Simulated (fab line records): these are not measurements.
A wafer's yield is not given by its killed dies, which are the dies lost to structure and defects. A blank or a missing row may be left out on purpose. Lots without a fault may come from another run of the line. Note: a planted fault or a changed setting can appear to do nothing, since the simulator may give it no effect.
Comparing a struck lot with a sound one | flow nand-harc | 14 out of 1302 route steps
Sound: the wafers L842.1, L842.2, L842.5. Struck: wafers L847.1, L847.4, L847.6. At the end, the cause is stated.
Each step with rows lists, per side, the tool, then ch with its chambers, then its first start. Under that, the readings that differ: sound wafers | struck wafers | difference of the means | sigmas: that difference in standard deviations of wafers without a fault.
alike: readings with means less than 2 such deviations apart, plus words and numbers identical on both sides. not compared: withheld readings, readings lacking a value on some wafer, bounds such as >300 that could conceal the same value, and numbers that have no deviation in the record and whose values overlap.
The two part at a step that has a row with sigmas, a row that says differs or no value, or rows on one side only. Numbers that don't overlap but have no deviation are shown without sigmas and don't part them. A reading missing from all wafers of one side parts the sides only when that side holds two or more wafers.

NHARC_P_M2_CD_MEAS_09: target cd 170 nm.
  sound on cd-sem-02 ch 0, day 10 02:28; struck on cd-sem-01 ch 0, day 12 10:00
  alike: cd-nm
NHARC_P_M2_OVL_MEAS_10: pitch 340 nm.
  sound: overlay-02 at day 10 02:33; struck: overlay-01 at day 12 10:05
  alike: overlay-x-nm, overlay-y-nm
NHARC_P_M2_INSPECT_11:
  sound: defect-inspect-01 at day 10 02:35; struck: defect-inspect-02 at day 12 10:08
  alike: raw-defect-count
then, 2 steps without rows for these wafers: NHARC_P_M2_DESCUM_14 (chemistry O2, time 3 s); NHARC_P_M2_ETCH_35 (etches the open film in N2/H2, target depth 40 nm, overetch 12 nm, time 43.94 s).
NHARC_P_M2_ETCH_15: etches the open film in C4F8/Ar, target depth 182.5 nm, time 91.2 s.
  sound: rie-diel-11 ch 0,1,2; struck: rie-diel-11 ch 0,2,3
  alike: oes-product-au, rf-fwd-power-W, rf-vpp-V
  not compared: rf-hours-counter-h
NHARC_P_M2_CD_MEAS_16:
  sound: cd-sem-01 at day 10 02:57; struck: cd-sem-02 at day 12 10:31
  alike: cd-nm
NHARC_P_M2_STRIP_18: strips in N2/H2.
  sound on rie-diel-11 ch 0,1,2, day 10 03:02; struck on rie-diel-04 ch 2,3, day 12 10:35
  alike: drypump-motor-current-A, oes-product-au, rf-fwd-power-W, rf-vpp-V, showerhead-plenum-p-Torr, throttle-valve-pct
  not compared: rf-hours-counter-h
NHARC_P_M2_ETCH_28: etches the open film in CF4/N2, target depth 30 nm, time 72.99 s.
  sound: rie-diel-11 ch 1,2,3; struck: rie-diel-04 ch 1,2
  reading               | sound             | struck            | difference | sigmas
  oes-product-au (a.u.) | 1.003 1.000 1.006 | 0.983 0.980 0.987 | -0.020     | -2
  alike: drypump-motor-current-A, rf-fwd-power-W, rf-vpp-V, showerhead-plenum-p-Torr, throttle-valve-pct
  not compared: rf-hours-counter-h
then, 2 steps without rows for these wafers: NHARC_P_M2_STRIP_19 (strips in post etch residue remover, time 600 s); NHARC_P_M2_DEGAS_29 (time 60 s).
NHARC_P_M2_PRE_CLEAN_30: time 30 s.
  sound on pvd-sputter-03; struck on pvd-sputter-03
  alike: heater-power-w
NHARC_P_M2_PVD_20: deposits TaN, target thk 5 nm, time 8.06 s.
  sound: pvd-sputter-03 at day 10 03:49; struck: pvd-sputter-03 at day 12 11:23
  no value came back on the struck wafers for bias-v (V), cathode-dc-power-W (W), chamber-pressure-pa (Pa), throttle-valve-pct (%); on the sound wafers bias-v (V) reads 165.6 168.5 167.7
NHARC_P_M2_PVD_21: deposits Cu, target thk 30 nm, time 20.49 s.
  sound on pvd-sputter-03; struck on pvd-sputter-03
  alike: cathode-dc-power-W, chamber-pressure-pa, throttle-valve-pct

== WHERE THEY PART ==
At NHARC_P_M2_ETCH_28 first; at NHARC_P_M2_PVD_20 last (within this record only). Later steps at which nothing parts them and some readings are alike: NHARC_P_M2_PVD_21.

WHY: whatever the simulator had introduced
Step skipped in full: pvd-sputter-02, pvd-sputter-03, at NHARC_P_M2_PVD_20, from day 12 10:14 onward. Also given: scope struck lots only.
